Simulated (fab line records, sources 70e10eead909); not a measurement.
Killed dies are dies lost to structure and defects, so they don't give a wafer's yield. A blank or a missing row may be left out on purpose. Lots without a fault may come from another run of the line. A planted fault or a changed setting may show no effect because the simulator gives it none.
fab line records | flow nand_harc
record lots=24 wafers=72 last_day=34
route steps=1302 shown A_CONTACT@1085 A_BLC@1136 A_M1@1180
lots that met no fault: from a run of the same line without faults
start_h: hours from the record's first day to the start of the lot's first wafer shown | wait_h: hours since the lot's step before | " the same as in the row above | L1.1+2: a row that stands for several wafers | - no value, or no start given | * or withheld: withheld | < > ~ a bound
route shown NAME@n: a module of which the file shows steps, and the number in the route of the first | usual: mean/standard deviation of fault-free wafers | same: alike in all rows | chamber/n: place in a boat | sites: the reading at each site | _std_site: their standard deviation | _edge_site: outer sites' mean less inner sites' | radius_mm: how far each site lies from the wafer's centre | mask NAME#n: copy n | behind: the tool/chamber that last shaped the wafer | hold: why the lot was held/for how many hours/how that ended | device: the transistor (n, p or np) that didn't switch | end of line: the same wafers' tests at the end of the route | a step without rows: its recipe alone | killed: dies lost to structure and defects at the first sort, not the wafer's yield | map: a wafer's dies, x killed, . not, _ none there
set.NAME: the setting as run; set.NAME@STEP: as run at that earlier step | model.NAME: the simulator's own value behind a step, which no gauge read
steps of the route over a sample of lots; a table a step, a row a wafer
services: from which hour (start_h, from the record's first day; less than 0 if before it) a tool's chamber was out of use, for how many hours, and why
## steps
# step NHARC_A_CONTACT_ETCH_31
# recipe target_depth_a=28000 over_etch_frac=0.3 time_s=728 ion_energy_ev=150 o2_flow_sccm=400 cos_flow_sccm=20 ar_flow_sccm=0 rf_w=500 bias_w=300 chemistry=O2/COS
# usual drypump_motor_current_A=5.9/0.38 oes_product_au=0.998/0.013 rf_vpp_V=314.6/2.2 showerhead_plenum_p_Torr=3.16/0.14 throttle_valve_pct=28.331/0.0088
# same time_s=728
# columns lot.wafer tool chamber start_h wait_h drypump_motor_current_A oes_product_au rf_hours_counter_h rf_vpp_V showerhead_plenum_p_Torr throttle_valve_pct
L075.2 rie_diel-02 3 - - 5.6 1.022 23 317.8 3.26 28.330
L075.1 " 0 " " 5.5 0.999 21 315.8 3.21 28.341
L075.6 " 2 " " 5.9 1.013 - 310.8 2.99 28.325
L074.1 rie_diel-03 2 - - 6.0 0.986 11 311.7 2.97 28.327
L074.2 " 3 " " 5.9 0.985 11 316.2 3.27 28.335
L074.6 " 2 " " 6.0 0.984 - 311.4 2.97 28.329
L076.4 rie_diel-02 3 - - 5.5 1.017 25 316.7 3.26 28.326
L076.3 " 1 " " 5.2 1.001 16 313.7 3.11 28.330
L076.5 " 3 " " 5.5 1.005 - 315.6 3.26 28.339
L077.2 rie_diel-02 3 - - 5.5 0.997 27 315.2 3.26 28.339
L077.1 " 1 " " 5.2 0.997 18 313.9 3.11 28.336
L077.4 " 2 " " 5.9 0.994 27 310.4 2.99 28.335
L078.2 rie_diel-02 0 - - 5.5 0.987 27 316.1 3.21 28.330
L078.5 " 3 " " 5.5 1.014 - 315.4 3.26 28.330
L078.6 " 0 " " 5.5 0.994 - 316.6 3.21 28.323
L079.2 rie_diel-03 3 - - 5.9 0.990 30 315.6 3.26 28.330
L079.3 " 0 " " 6.2 1.020 26 313.2 3.03 28.346
L079.4 " 2 " " 6.0 0.997 30 312.3 2.96 28.306
L080.2 rie_diel-13 3 - - 5.6 0.987 16 316.3 3.36 28.320
L080.4 " 0 " " 6.4 1.015 14 315.4 3.17 28.328
L080.6 " 3 " " 5.6 0.990 - 316.9 3.36 28.315
L081.1 rie_diel-13 1 - - 6.4 0.997 14 317.8 3.34 28.327
L081.6 " 1 " " 6.4 0.994 - 317.0 3.34 28.339
L081.5 " 2 " " 6.5 1.000 - 312.5 3.08 28.341
L082.4 rie_diel-02 3 - - 5.5 1.003 3 315.4 3.26 28.340
L082.1 " 0 " " 5.5 0.985 3 315.7 3.21 28.327
L082.5 " 0 " " 5.6 0.989 - 313.6 3.21 28.332
L083.3 rie_diel-02 3 - - 5.5 0.999 6 316.4 3.26 28.350
L083.1 " 0 " " 5.5 0.971 6 317.5 3.21 28.330
L083.5 " 2 " " 5.9 0.973 - 312.0 2.98 28.341
L084.2 rie_diel-13 2 - - 6.5 0.997 24 311.6 3.08 28.338
L084.5 " 2 " " 6.5 1.000 - 313.4 3.08 28.337
L084.6 " 3 " " 5.6 0.989 - 315.3 3.36 28.332
L086.2 rie_diel-02 1 - - 5.2 1.012 8 313.9 3.10 28.335
L086.4 " 2 " " 5.9 0.984 - 311.4 2.98 28.331
L086.5 " 0 " " 5.5 0.977 - 315.7 3.20 28.322
L085.2 rie_diel-13 2 - - 6.5 0.992 27 312.2 3.07 28.324
L085.3 " 3 " " 5.6 0.998 30 317.7 3.36 28.322
L085.5 " 3 " " 5.6 0.999 - 317.8 3.36 28.307
L087.1 rie_diel-03 3 - - 5.9 0.994 0 316.1 3.24 28.338
L087.2 " 1 " " 6.2 0.993 0 316.8 3.35 28.320
L087.5 " 3 " " 5.9 0.993 - 315.1 3.24 28.325
L088.1 rie_diel-02 1 - - 5.2 1.011 12 313.8 3.10 28.350
L088.3 " 3 " " 5.5 1.006 11 316.2 3.25 28.341
L088.4 " 2 " " 5.9 0.977 - 312.1 2.98 28.336
L089.1 rie_diel-02 0 - - 5.5 0.975 16 316.4 3.20 28.327
L089.5 " 2 " " 5.9 0.979 - 311.6 2.98 28.321
L089.6 " 3 " " 5.6 0.995 - 315.4 3.25 28.314
L090.3 rie_diel-13 1 - - 6.4 0.981 52 317.2 3.32 28.331
L090.1 " 2 " " 6.5 1.018 57 313.5 3.06 28.332
L090.5 " 0 " " 6.3 1.017 - 314.8 3.16 28.356
L091.4 rie_diel-03 3 - - 5.9 1.014 17 316.9 3.24 28.335
L091.6 " 1 " " 6.2 0.978 - 317.2 3.34 28.342
L091.5 " 2 " " 6.0 0.996 - 309.2 2.94 28.331
L092.3 rie_diel-02 0 - - 5.5 0.984 19 316.1 3.20 28.340
L092.1 " 2 " " 5.9 0.981 19 311.5 2.98 28.330
L092.5 " 0 " " 5.6 0.980 - 315.9 3.20 28.320
L094.3 rie_diel-03 1 - - 6.2 0.973 23 316.8 3.33 28.351
L094.2 " 2 " " 6.0 0.998 20 312.3 2.94 28.323
L094.5 " 0 " " 6.2 1.007 - 312.9 3.00 28.327
L093.2 rie_diel-03 2 - - 6.0 0.993 23 313.3 2.93 28.324
L093.5 " 1 " " 6.2 0.977 - 317.9 3.33 28.332
L093.6 " 2 " " 6.0 0.983 - 310.3 2.93 28.334
L096.4 rie_diel-13 0 - - 6.3 1.007 6 314.5 3.15 28.334
L096.1 " 2 " " 6.5 1.021 8 312.6 3.05 28.331
L096.6 " 0 " " 6.3 0.998 - 314.4 3.15 28.338
L097.4 rie_diel-03 0 - - 6.2 1.023 30 312.9 3.00 28.332
L097.2 " 2 " " 6.0 0.986 31 311.6 2.93 28.339
L097.3 " 3 " " 5.9 1.013 27 316.6 3.23 28.336
L095.4 rie_diel-02 0 - - 5.5 0.986 23 315.2 3.20 28.343
L095.1 " 1 " " 5.2 1.003 25 314.6 3.10 28.332
L095.6 " 3 " " 5.5 1.010 - 316.7 3.25 28.334
# step NHARC_A_CONTACT_INSPECT_23
# usual raw_defect_count=536/130
# columns lot.wafer tool chamber start_h wait_h raw_defect_count
L075.1 defect_inspect-02 - 517.10 0.1 563
L075.2 " - " " 428
L075.6 " - " " 659
L074.1 defect_inspect-02 - 521.93 0.1 539
L074.2 " - " " 604
L074.6 " - " " 605
L076.3 defect_inspect-02 - 532.86 0.1 467
L076.4 " - " " 634
L076.5 " - " " 395
L077.1 defect_inspect-01 - 546.30 0.1 663
L077.2 " - " " 552
L077.4 " - " " 581
L078.2 defect_inspect-02 - 548.69 0.1 587
L078.5 " - " " 574
L078.6 " - " " 649
L079.2 defect_inspect-01 - 559.89 0.1 464
L079.3 " - " " 446
L079.4 " - " " 452
L080.2 defect_inspect-02 - 571.09 0.1 316
L080.4 " - " " 513
L080.6 " - " " 417
L081.1 defect_inspect-02 - 575.45 0.1 436
L081.5 " - " " 636
L081.6 " - " " 592
L082.1 defect_inspect-02 - 600.61 0.1 1016
L082.4 " - " " 902
L082.5 " - " " 541
L083.1 defect_inspect-02 - 609.69 0.1 757
L083.3 " - " " 554
L083.5 " - " " 489
L084.2 defect_inspect-01 - 615.35 0.1 573
L084.5 " - " " 688
L084.6 " - " " 465
L086.2 defect_inspect-01 - 622.84 0.1 732
L086.4 " - " " 599
L086.5 " - " " 574
L085.2 defect_inspect-02 - 623.36 0.1 408
L085.3 " - " " 331
L085.5 " - " " 374
L087.1 defect_inspect-02 - 653.26 0.1 517
L087.2 " - " " 485
L087.5 " - " " 513
L088.1 defect_inspect-02 - 655.73 0.1 627
L088.3 " - " " 663
L088.4 " - " " 485
L089.1 defect_inspect-02 - 691.68 0.1 376
L089.5 " - " " 470
L089.6 " - " " 382
L090.1 defect_inspect-01 - 693.43 0.1 445
L090.3 " - " " 452
L090.5 " - " " 664
L091.4 defect_inspect-02 - 705.47 0.1 577
L091.5 " - " " 677
L091.6 " - " " 643
L092.1 defect_inspect-02 - 708.66 0.1 356
L092.3 " - " " 392
L092.5 " - " " 402
L094.2 defect_inspect-02 - 711.47 0.1 477
L094.3 " - " " 468
L094.5 " - " " 600
L093.2 defect_inspect-02 - 714.70 0.1 514
L093.5 " - " " 614
L093.6 " - " " 656
L096.1 defect_inspect-02 - 730.89 0.1 593
L096.4 " - " " 652
L096.6 " - " " 593
L097.2 defect_inspect-02 - 733.52 0.1 406
L097.3 " - " " 535
L097.4 " - " " 445
L095.1 defect_inspect-02 - 740.28 0.1 514
L095.4 " - " " 388
L095.6 " - " " 586
# step NHARC_A_BLC_INSPECT_28
# usual raw_defect_count=538/140
# columns lot.wafer tool chamber start_h wait_h raw_defect_count
L075.1 defect_inspect-02 - 520.60 0.1 550
L075.2 " - " " 600
L075.6 " - " " 462
L074.1 defect_inspect-01 - 525.47 0.1 491
L074.2 " - " " 483
L074.6 " - " " 542
L076.3 defect_inspect-02 - 536.56 0.1 343
L076.4 " - " " 544
L076.5 " - " " 610
L077.1 defect_inspect-02 - 549.94 0.1 468
L077.2 " - " " 485
L077.4 " - " " 582
L078.2 defect_inspect-01 - 552.32 0.1 745
L078.5 " - " " 664
L078.6 " - " " 532
L079.2 defect_inspect-02 - 563.58 0.1 556
L079.3 " - " " 491
L079.4 " - " " 549
L080.2 defect_inspect-02 - 574.60 0.1 527
L080.4 " - " " 648
L080.6 " - " " 411
L081.1 defect_inspect-02 - 578.97 0.1 524
L081.5 " - " " 479
L081.6 " - " " 506
L082.1 defect_inspect-01 - 604.46 0.1 743
L082.4 " - " " 859
L082.5 " - " " 694
L083.1 defect_inspect-01 - 613.19 0.1 605
L083.3 " - " " 732
L083.5 " - " " 548
L084.2 defect_inspect-01 - 618.90 0.1 380
L084.5 " - " " 458
L084.6 " - " " 360
L086.2 defect_inspect-02 - 626.48 0.1 324
L086.4 " - " " 347
L086.5 " - " " 380
L085.2 defect_inspect-01 - 627.01 0.1 570
L085.3 " - " " 564
L085.5 " - " " 708
L087.1 defect_inspect-02 - 656.85 0.1 940
L087.2 " - " " 606
L087.5 " - " " 682
L088.1 defect_inspect-02 - 659.41 0.1 450
L088.3 " - " " 461
L088.4 " - " " 376
L089.1 defect_inspect-01 - 695.31 0.1 518
L089.5 " - " " 801
L089.6 " - " " 631
L090.1 defect_inspect-01 - 696.96 0.1 356
L090.3 " - " " 434
L090.5 " - " " 448
L091.4 defect_inspect-02 - 709.11 0.1 350
L091.5 " - " " 445
L091.6 " - " " 301
L092.1 defect_inspect-02 - 712.30 0.1 482
L092.3 " - " " 460
L092.5 " - " " 542
L094.2 defect_inspect-02 - 715.12 0.1 613
L094.3 " - " " 452
L094.5 " - " " 545
L093.2 defect_inspect-02 - 718.40 0.1 445
L093.5 " - " " 545
L093.6 " - " " 462
L096.1 defect_inspect-02 - 734.54 0.1 480
L096.4 " - " " 526
L096.6 " - " " 498
L097.2 defect_inspect-02 - 737.25 0.1 340
L097.3 " - " " 676
L097.4 " - " " 570
L095.1 defect_inspect-02 - 743.96 0.1 446
L095.4 " - " " 975
L095.6 " - " " 723
# step NHARC_A_M1_OVL_MEAS_10
# recipe pitch_nm=240
# usual overlay_x_nm=0.0/0.73 overlay_y_nm=0.0/0.7
# columns lot.wafer tool chamber start_h wait_h overlay_x_nm overlay_y_nm
L075.1 overlay-02 - 525.45 - 0.0 -1.1
L075.2 " - " " 0.4 -0.5
L075.6 " - " " 0.8 -1.6
L074.1 overlay-02 - 530.45 - 0.2 0.3
L074.2 " - " " 0.6 0.0
L074.6 " - " " 0.4 -0.1
L076.3 overlay-02 - 541.55 - 0.4 0.3
L076.4 " - " " 0.6 0.3
L076.5 " - " " 0.7 -0.1
L077.1 overlay-02 - 554.93 - -0.2 -0.6
L077.2 " - " " -0.3 -0.6
L077.4 " - " " -0.2 -1.0
L078.2 overlay-01 - 557.37 - -0.3 1.0
L078.5 " - " " -0.8 0.7
L078.6 " - " " -0.2 0.3
L079.2 overlay-02 - 568.63 - 0.9 -0.4
L079.3 " - " " 0.9 0.3
L079.4 " - " " 1.2 0.1
L080.2 overlay-01 - 579.64 - 0.2 0.0
L080.4 " - " " -0.3 0.2
L080.6 " - " " -0.2 -0.5
L081.1 overlay-01 - 583.92 - -0.2 -1.3
L081.5 " - " " -0.6 -1.2
L081.6 " - " " -0.5 -1.6
L082.1 overlay-02 - 609.50 - 1.0 0.2
L082.4 " - " " 0.6 0.6
L082.5 " - " " 0.8 0.5
L083.1 overlay-02 - 618.22 - -0.5 -0.3
L083.3 " - " " -0.5 -0.4
L083.5 " - " " -0.2 -0.6
L084.2 overlay-02 - 623.99 - -1.0 0.7
L084.5 " - " " -0.4 1.0
L084.6 " - " " -0.5 0.7
L086.2 overlay-02 - 631.52 - -1.2 1.0
L086.4 " - " " -0.5 0.6
L086.5 " - " " -1.2 0.6
L085.2 overlay-01 - 632.09 - 0.2 0.5
L085.3 " - " " -0.2 0.3
L085.5 " - " " 0.0 0.5
L087.1 overlay-01 - 661.76 - -0.3 0.1
L087.2 " - " " -0.7 -0.3
L087.5 " - " " -0.6 0.4
L088.1 overlay-01 - 664.36 - -1.2 0.3
L088.3 " - " " -1.2 0.3
L088.4 " - " " -1.0 0.3
L089.1 overlay-02 - 700.33 - -0.5 -0.5
L089.5 " - " " -0.4 -0.9
L089.6 " - " " -0.7 -0.8
L090.1 overlay-02 - 701.74 - -0.2 0.0
L090.3 " - " " 0.7 0.1
L090.5 " - " " 0.5 0.6
L091.4 overlay-02 - 713.88 - 1.0 0.3
L091.5 " - " " 0.5 0.4
L091.6 " - " " 0.5 0.5
L092.1 overlay-02 - 717.16 - 1.1 1.1
L092.3 " - " " 1.0 1.0
L092.5 " - " " 1.3 0.8
L094.2 overlay-01 - 719.94 - 0.9 -0.1
L094.3 " - " " 1.0 0.1
L094.5 " - " " 0.8 0.7
L093.2 overlay-01 - 723.45 - -0.2 1.2
L093.5 " - " " 0.0 0.9
L093.6 " - " " -0.9 1.2
L096.1 overlay-01 - 739.47 - -0.4 -1.3
L096.4 " - " " 0.1 -0.6
L096.6 " - " " 0.3 -0.8
L097.2 overlay-01 - 742.36 - 1.0 -0.5
L097.3 " - " " 1.5 0.3
L097.4 " - " " 1.3 -0.6
L095.1 overlay-02 - 764.38 - -0.6 -0.5
L095.4 " - " " -1.1 -1.5
L095.6 " - " " -0.9 -0.3
# step NHARC_A_M1_ETCH_15
# recipe target_depth_a=1825 time_s=91.2 c4f8_flow_sccm=withheld ar_flow_sccm=400 rf_w=600 bias_w=300 chemistry=C4F8/Ar
# usual oes_product_au=0.942/0.022 rf_vpp_V=441.9/2.6
# same time_s=91.2
# columns lot.wafer tool chamber start_h wait_h oes_product_au rf_hours_counter_h rf_vpp_V
L075.1 rie_diel-08 3 - - 0.936 7.3 445.0
L075.2 " 0 " " 0.957 6.4 445.9
L075.6 " 3 " " 0.928 - 442.9
L074.2 rie_diel-08 3 - - 0.908 7.4 442.4
L074.1 " 2 " " 0.925 7.7 442.0
L074.6 " 3 " " 0.915 - 442.8
L076.3 rie_diel-01 2 - - 0.927 3.5 440.5
L076.4 " 0 " " 0.942 3.5 444.0
L076.5 " 1 " " 0.944 - 439.6
L077.1 rie_diel-01 2 - - 0.927 4.0 439.7
L077.2 " 0 " " 0.930 4.1 446.8
L077.4 " 2 " " 0.921 - 439.8
L078.2 rie_diel-01 2 - - 0.920 4.1 439.6
L078.6 " 2 " " 0.912 - 440.2
L078.5 " 3 " " 0.947 - 441.7
L079.2 rie_diel-04 2 - - 0.960 1.9 445.4
L079.4 " 3 " " 0.974 1.6 440.4
L079.3 " 0 " " 0.969 1.4 440.1
L080.2 rie_diel-01 3 - - 0.986 0.5 440.4
L080.6 " 0 " " 0.965 - 446.0
L080.4 " 3 " " 0.990 - 440.9
L081.1 rie_diel-08 1 - - 0.971 1.4 437.0
L081.5 " 1 " " 0.961 - 437.4
L081.6 " 2 " " 0.961 - 443.3
L082.1 rie_diel-01 1 - - 0.947 0.7 440.3
L082.4 " 0 " " 0.981 1.4 445.4
L082.5 " 2 " " 0.950 - 440.8
L083.3 rie_diel-01 3 - - 0.932 1.5 442.0
L083.1 " 1 " " 0.938 0.9 438.5
L083.5 " 0 " " 0.936 - 444.2
L084.2 rie_diel-04 0 - - 0.960 3.9 439.6
L084.6 " 1 " " 0.971 - 443.1
L084.5 " 2 " " 0.972 - 444.6
L086.4 rie_diel-04 0 - - 0.997 4.7 440.5
L086.2 " 1 " " 0.986 4.3 444.5
L086.5 " 3 " " 0.969 - 439.8
L085.3 rie_diel-04 2 - - 0.923 5.3 446.3
L085.2 " 3 " " 0.943 5.0 438.7
L085.5 " 2 " " 0.928 - 444.6
L087.1 rie_diel-08 3 - - 0.970 7.6 443.5
L087.2 " 0 " " 0.957 7.6 444.5
L087.5 " 3 " " 0.959 - 443.3
L088.1 rie_diel-08 2 - - 0.918 7.9 442.3
L088.4 " 3 " " 0.919 7.7 442.8
L088.3 " 0 " " 0.922 7.6 444.1
L089.1 rie_diel-01 1 - - 0.913 2.8 438.2
L089.6 " 1 " " 0.905 - 439.1
L089.5 " 2 " " 0.914 - 440.7
L090.1 rie_diel-08 1 - - 0.917 8.4 437.2
L090.3 " 2 " " 0.922 9.6 442.3
L090.5 " 3 " " 0.910 - 443.0
L091.4 rie_diel-01 1 - - 0.906 3.0 438.7
L091.6 " 1 " " 0.908 - 440.7
L091.5 " 2 " " 0.918 - 440.8
L092.3 rie_diel-01 1 - - 0.909 3.1 440.0
L092.1 " 2 " " 0.936 3.7 440.6
L092.5 " 1 " " 0.899 - 439.7
L094.3 rie_diel-08 0 - - 0.941 9.5 445.9
L094.2 " 2 " " 0.911 11.5 443.7
L094.5 " 1 " " 0.924 - 436.7
L093.2 rie_diel-01 0 - - 0.931 3.9 444.4
L093.5 " 3 " " 0.946 - 442.3
L093.6 " 0 " " 0.930 - 444.8
L096.1 rie_diel-04 3 - - 0.949 0.9 440.4
L096.4 " 0 " " 0.965 1.1 438.5
L096.6 " 0 " " 0.959 - 438.6
L097.4 rie_diel-04 0 - - 0.936 1.2 440.3
L097.3 " 2 " " 0.920 1.2 444.3
L097.2 " 3 " " 0.923 1.1 440.3
L095.1 rie_diel-01 3 - - 0.987 0.6 441.6
L095.4 " 1 " " 0.961 0.9 439.3
L095.6 " 3 " " 0.990 - 442.7
# step NHARC_A_M1_PVD_20
# recipe target_thk_a=50 bias_v=168.6 power_w=15000 chamber_pressure_pa=0.12 time_s=8.06 substrate_temp_c=50 material=TaN
# usual cathode_dc_power_W=15000/2.6 throttle_valve_pct=29.9/0.79
# same time_s=8.06
# columns lot.wafer tool chamber start_h wait_h cathode_dc_power_W throttle_valve_pct
L075.2 pvd_sputter-01 - - - 14999 29.4
L075.1 " - " " 15000 29.5
L075.6 " - " " 15004 28.1
L074.1 pvd_sputter-01 - - - 14999 28.4
L074.2 " - " " 14997 29.3
L074.6 " - " " 15000 29.8
L076.3 pvd_sputter-03 - - - 15003 30.1
L076.4 " - " " 14997 30.7
L076.5 " - " " 15001 30.5
L077.2 pvd_sputter-03 - - - 15000 31.0
L077.1 " - " " 14997 30.2
L077.4 " - " " 14997 30.2
L078.2 pvd_sputter-02 - - - 15001 30.7
L078.6 " - " " 14997 29.2
L078.5 " - " " 15000 31.0
L079.2 pvd_sputter-01 - - - 15003 29.7
L079.3 " - " " 14997 29.3
L079.4 " - " " 14999 28.4
L080.4 pvd_sputter-03 - - - 14997 29.7
L080.2 " - " " 15000 30.6
L080.6 " - " " 15000 30.2
L081.1 pvd_sputter-03 - - - 14997 29.9
L081.5 " - " " 15002 31.0
L081.6 " - " " 15004 29.5
L082.4 pvd_sputter-03 - - - 15000 30.8
L082.1 " - " " 15002 30.3
L082.5 " - " " 15001 30.6
L083.1 pvd_sputter-03 - - - 14999 30.9
L083.3 " - " " 15003 30.2
L083.5 " - " " 15003 30.7
L084.2 pvd_sputter-03 - - - 14997 30.5
L084.6 " - " " 14999 30.4
L084.5 " - " " 14997 30.9
L086.2 pvd_sputter-03 - - - 15000 30.9
L086.4 " - " " 14998 29.7
L086.5 " - " " 15001 30.2
L085.3 pvd_sputter-01 - - - 14997 28.8
L085.2 " - " " 14998 29.3
L085.5 " - " " 14996 28.9
L087.2 pvd_sputter-01 - - - 14997 30.2
L087.1 " - " " 14999 29.9
L087.5 " - " " 15002 28.6
L088.3 pvd_sputter-01 - - - 15004 30.1
L088.4 " - " " 14998 29.0
L088.1 " - " " 14998 29.9
L089.1 pvd_sputter-01 - - - 15005 30.2
L089.5 " - " " 15003 30.0
L089.6 " - " " 14997 28.8
L090.3 pvd_sputter-02 - - - 15003 29.8
L090.1 " - " " 14999 30.4
L090.5 " - " " 15001 29.6
L091.4 pvd_sputter-03 - - - 14998 30.0
L091.5 " - " " 15001 30.8
L091.6 " - " " 15003 31.4
L092.1 pvd_sputter-01 - - - 15000 28.9
L092.3 " - " " 15002 30.1
L092.5 " - " " 15003 28.6
L094.3 pvd_sputter-01 - - - 15001 29.1
L094.2 " - " " 14998 28.8
L094.5 " - " " 14996 29.1
L093.2 pvd_sputter-03 - - - 15002 28.9
L093.5 " - " " 15000 30.4
L093.6 " - " " 14998 30.8
L096.4 pvd_sputter-03 - - - 14998 30.1
L096.1 " - " " 14996 28.9
L096.6 " - " " 14999 30.7
L097.4 pvd_sputter-01 - - - 14996 30.1
L097.3 " - " " 15003 29.0
L097.2 " - " " 15003 29.0
L095.4 pvd_sputter-03 - - - 15001 30.1
L095.1 " - " " 15000 30.7
L095.6 " - " " 14999 31.0
## services
# columns tool chamber start_h hours kind
rie_diel-08 - 495.81 19.8 repair
rie_diel-02 3 505.76 4.4 repair
pvd_sputter-03 - 526.00 10.0 pm
rie_diel-08 - 545.00 9.0 pm
rie_diel-01 1 549.92 6.3 repair
rie_diel-01 - 557.80 9.0 pm
rie_diel-08 1 566.78 5.1 repair
rie_diel-03 3 568.58 8.0 repair
rie_diel-01 1 569.85 12.2 repair
pvd_sputter-03 - 570.01 1.0 repair
rie_diel-02 - 570.79 9.0 pm
pvd_sputter-01 - 582.00 10.0 pm
rie_diel-03 1 628.30 3.7 repair
rie_diel-03 - 637.51 9.0 pm
rie_diel-02 0 646.66 9.8 repair
rie_diel-08 1 669.36 9.8 repair
rie_diel-02 3 671.29 9.8 repair
pvd_sputter-03 - 680.47 1.1 repair
rie_diel-08 3 681.31 1.7 repair
pvd_sputter-03 - 704.00 10.0 pm
pvd_sputter-03 - 725.80 8.4 repair
rie_diel-01 - 734.80 9.0 pm
rie_diel-02 - 747.79 9.0 pm
pvd_sputter-01 - 760.00 10.0 pm
## key
fault none
